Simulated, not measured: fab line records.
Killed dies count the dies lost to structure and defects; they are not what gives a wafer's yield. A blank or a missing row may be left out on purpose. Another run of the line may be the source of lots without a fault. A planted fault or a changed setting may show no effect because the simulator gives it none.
Which of the tools did it? | flow n5Finfet | 24 lots, 72 wafers sampled, at 2 steps of a route of 1938

== WHAT THE GAUGES READ, wafer by wafer ==
N5_BEOL_M3_CD_MEAS_18: pitch 36 nm, target cd 18 nm. Usual: cdNm reads 18.1 nm (standard deviation 0.36).
lot  | measured     | on       | cdNm (nm)      | flag
L074 | day 7 03:08  | cdSem-01 | 17.6 18.4 17.8 | 
L075 | day 7 09:25  | cdSem-03 | 18.2 18.2 18.5 | 
L077 | day 7 16:20  | cdSem-02 | 17.6 17.9 18.0 | 
L076 | day 7 16:30  | cdSem-03 | 17.2 17.8 18.1 | 
L078 | day 8 07:00  | cdSem-02 | 18.0 18.7 18.3 | 
L079 | day 8 08:55  | cdSem-02 | 17.8 18.2 18.2 | 
L080 | day 8 16:47  | cdSem-02 | 17.8 18.4 17.7 | 
L081 | day 8 18:55  | cdSem-03 | 18.2 18.1 17.4 | 
L082 | day 9 02:58  | cdSem-01 | 18.0 17.8 17.8 | 
L083 | day 9 11:26  | cdSem-03 | 18.4 18.5 18.2 | 
L084 | day 9 14:14  | cdSem-03 | 17.5 18.1 17.7 | 
L085 | day 9 17:14  | cdSem-02 | 18.0 17.8 17.8 | 
L086 | day 10 03:58 | cdSem-01 | 18.0 18.4 18.4 | 
L087 | day 10 21:38 | cdSem-03 | 18.1 17.8 18.0 | 
L088 | day 11 02:40 | cdSem-01 | 18.1 18.2 18.3 | 
L090 | day 11 08:50 | cdSem-01 | 18.2 18.8 18.2 | 
L092 | day 11 15:24 | cdSem-02 | 18.3 17.6 17.8 | 
L089 | day 11 16:19 | cdSem-02 | 18.0 18.1 17.6 | 
L091 | day 11 16:31 | cdSem-03 | 18.3 18.5 17.7 | 
L093 | day 11 21:58 | cdSem-02 | 18.2 17.7 17.8 | 
L094 | day 12 06:25 | cdSem-03 | 18.4 18.6 18.6 | 
L095 | day 12 13:07 | cdSem-03 | 17.9 17.9 17.9 | 
L096 | day 12 21:03 | cdSem-01 | 18.1 17.6 18.7 | 
L097 | day 13 04:49 | cdSem-01 | 18.0 18.3 17.9 | 

== WHICH TOOL RAN EACH LOT (tool, then ch and the chambers of the sampled wafers, then the start) ==
lot  | N5_BEOL_M3_HM_OPEN_17
L074 | rieMetal-02 ch 0,1, day 7 02:58
L075 | rieMetal-02 ch 0,1, day 7 09:13
L077 | rieMetal-01 ch 0,1, day 7 16:11
L076 | rieMetal-01 ch 0,1, day 7 16:20
L078 | rieMetal-02 ch 0,1, day 8 06:49
L079 | rieMetal-02 ch 0,1, day 8 08:43
L080 | rieMetal-01 ch 0,1, day 8 16:36
L081 | rieMetal-03 ch 0,1, day 8 18:44
L082 | rieMetal-02 ch 1, day 9 02:47
L083 | rieMetal-03 ch 0,1, day 9 11:11
L084 | rieMetal-02 ch 0,1, day 9 13:56
L085 | rieMetal-01 ch 0,1, day 9 17:05
L086 | rieMetal-03 ch 0,1, day 10 03:47
L087 | rieMetal-02 ch 0,1, day 10 21:27
L088 | rieMetal-03 ch 0,1, day 11 02:22
L090 | rieMetal-03 ch 0,1, day 11 08:35
L092 | rieMetal-03 ch 0,1, day 11 15:01
L089 | rieMetal-03 ch 0,1, day 11 16:06
L091 | rieMetal-02 ch 0, day 11 16:20
L093 | rieMetal-01 ch 0,1, day 11 21:47
L094 | rieMetal-01 ch 0,1, day 12 06:14
L095 | rieMetal-01 ch 0,1, day 12 12:57
L096 | rieMetal-01 ch 0,1, day 12 20:47
L097 | rieMetal-03 ch 0,1, day 13 04:33
- N5_BEOL_M3_HM_OPEN_17: chemistry Cl2/BCl3, target TiN, target depth 20 nm, overetch 6 nm.

== WHAT THE TOOLS THEMSELVES READ (means of the sampled wafers that have a number; where no wafer has one, the mark that the record gives instead) ==
N5_BEOL_M3_HM_OPEN_17. Usual: drypumpMotorCurrentA 5.8 A, standard deviation 0.41; mfcCl2Sccm 53.23 sccm, standard deviation 0.17; oesProductAu 0.66 a.u., standard deviation 0.063; throttleValvePct 22.33 %, standard deviation 0.12.
lot  | tool        | drypumpMotorCurrentA (A) | mfcCl2Sccm (sccm) | oesProductAu (a.u.) | throttleValvePct (%) | flag
L074 | rieMetal-02 | 5.6                      | 53.18             | 0.74                | 22.18                | 
L075 | rieMetal-02 | 5.4                      | 53.30             | 0.70                | 22.15                | 
L077 | rieMetal-01 | 5.7                      | 53.23             | 0.65                | 22.41                | 
L076 | rieMetal-01 | 5.7                      | 53.18             | 0.65                | 22.43                | 
L078 | rieMetal-02 | 5.6                      | 53.40             | 0.74                | 22.17                | 
L079 | rieMetal-02 | 5.6                      | 53.03             | 0.74                | 22.19                | 
L080 | rieMetal-01 | 6.0                      | 53.20             | 0.66                | 22.43                | 
L081 | rieMetal-03 | 6.1                      | 53.13             | 0.63                | 22.40                | 
L082 | rieMetal-02 | 5.8                      | 53.37             | 0.76                | 22.23                | 
L083 | rieMetal-03 | 6.2                      | 53.29             | 0.62                | 22.41                | 
L084 | rieMetal-02 | 5.4                      | 53.18             | 0.69                | 22.15                | 
L085 | rieMetal-01 | 6.0                      | 53.26             | 0.66                | 22.44                | 
L086 | rieMetal-03 | 6.3                      | 53.25             | 0.60                | 22.37                | 
L087 | rieMetal-02 | 5.6                      | 53.30             | 0.72                | 22.20                | 
L088 | rieMetal-03 | 6.3                      | 53.33             | 0.60                | 22.37                | 
L090 | rieMetal-03 | 6.3                      | 53.33             | 0.59                | 22.37                | 
L092 | rieMetal-03 | 6.3                      | 53.35             | 0.59                | 22.38                | 
L089 | rieMetal-03 | 6.1                      | 53.13             | 0.62                | 22.41                | 
L091 | rieMetal-02 | 5.2                      | 53.23             | 0.64                | 22.12                | 
L093 | rieMetal-01 | 5.9                      | 53.25             | 0.66                | 22.44                | 
L094 | rieMetal-01 | 5.7                      | 53.15             | 0.64                | 22.42                | 
L095 | rieMetal-01 | 5.9                      | 53.23             | 0.66                | 22.43                | 
L096 | rieMetal-01 | 5.7                      | 53.11             | 0.62                | 22.46                | 
L097 | rieMetal-03 | 6.3                      | 53.15             | 0.58                | 22.38                | 

== THE ANSWER, worked out from the rows above alone ==
Rule: lot off if the mean of its wafers having a number is beyond 3 standard deviations from the usual mean. A lot without any number at a reading at which 4 lots or more have one is off too. Where the step has rows for the other lots, those lots are counted as sound. After the gauges, taken in route order, come the tools' own readings; for these a lot's mean is taken, as printed above. At the first step where some lot is off, the reading lying furthest off is the one used; lots without a number count as furthest.
None of the lots is off at any reading shown; this tells nothing.

== WHAT HAD BEEN PUT IN BY THE SIMULATOR ==
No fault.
